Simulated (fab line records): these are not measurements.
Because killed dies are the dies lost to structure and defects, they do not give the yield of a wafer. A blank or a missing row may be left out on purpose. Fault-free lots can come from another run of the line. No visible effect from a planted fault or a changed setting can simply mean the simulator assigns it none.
Matching of chambers | flow nand_harc | NHARC_P_STI_ETCH_42 on rie_diel-09 has 4 sister chambers
The step etches the open film in N2/H2, target depth 80 nm, overetch 24 nm, time 61 s. 4 wafers are shown with their chamber, then 8 later ones without.

== WAFERS WITH THEIR CHAMBER ==
wafer  | chamber | rf_vpp_V (V)
L079.1 | 3       | 432.8
L080.5 | 0       | 434.3
L080.6 | 1       | 432.8
L081.2 | 2       | 436.3

== WAFERS WITHOUT THEIR CHAMBER ==
wafer  | rf_vpp_V (V)
L081.4 | 431.7
L081.5 | 434.1
L083.1 | 433.0
L083.3 | 433.0
L083.6 | 434.1
L086.1 | 434.1
L086.2 | 436.1
L086.5 | 434.5

== CHAMBER TAKEN BY EACH ==
wafer  | from the rows above     | in truth
L081.4 | can't be placed: 1 or 3 | 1
L081.5 | 0                       | 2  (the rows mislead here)
L083.1 | can't be placed: 1 or 3 | 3
L083.3 | can't be placed: 1 or 3 | 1
L083.6 | 0                       | 0
L086.1 | 0                       | 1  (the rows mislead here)
L086.2 | 2                       | 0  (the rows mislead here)
L086.5 | 0                       | 0
2 of 8 placed correctly. From these rows, 3 cannot be placed; in 3 the true chamber is one of the candidates. Placed wrongly: 3.
How it was worked out, from the rows above alone: a wafer's distance from a chamber is the root of the sum, over the readings, of the square of ((its reading less the chamber's mean) divided by the reading's scatter). If the next closest chamber is less than 2 further off than the closest, the wafer can't be placed; otherwise it belongs to the closest. For every chamber, the mean is computed from those of its wafers that are shown. The scatter: with one shown wafer a chamber, the root of the mean of the squares of how far each hidden wafer lies from its nearest shown one.
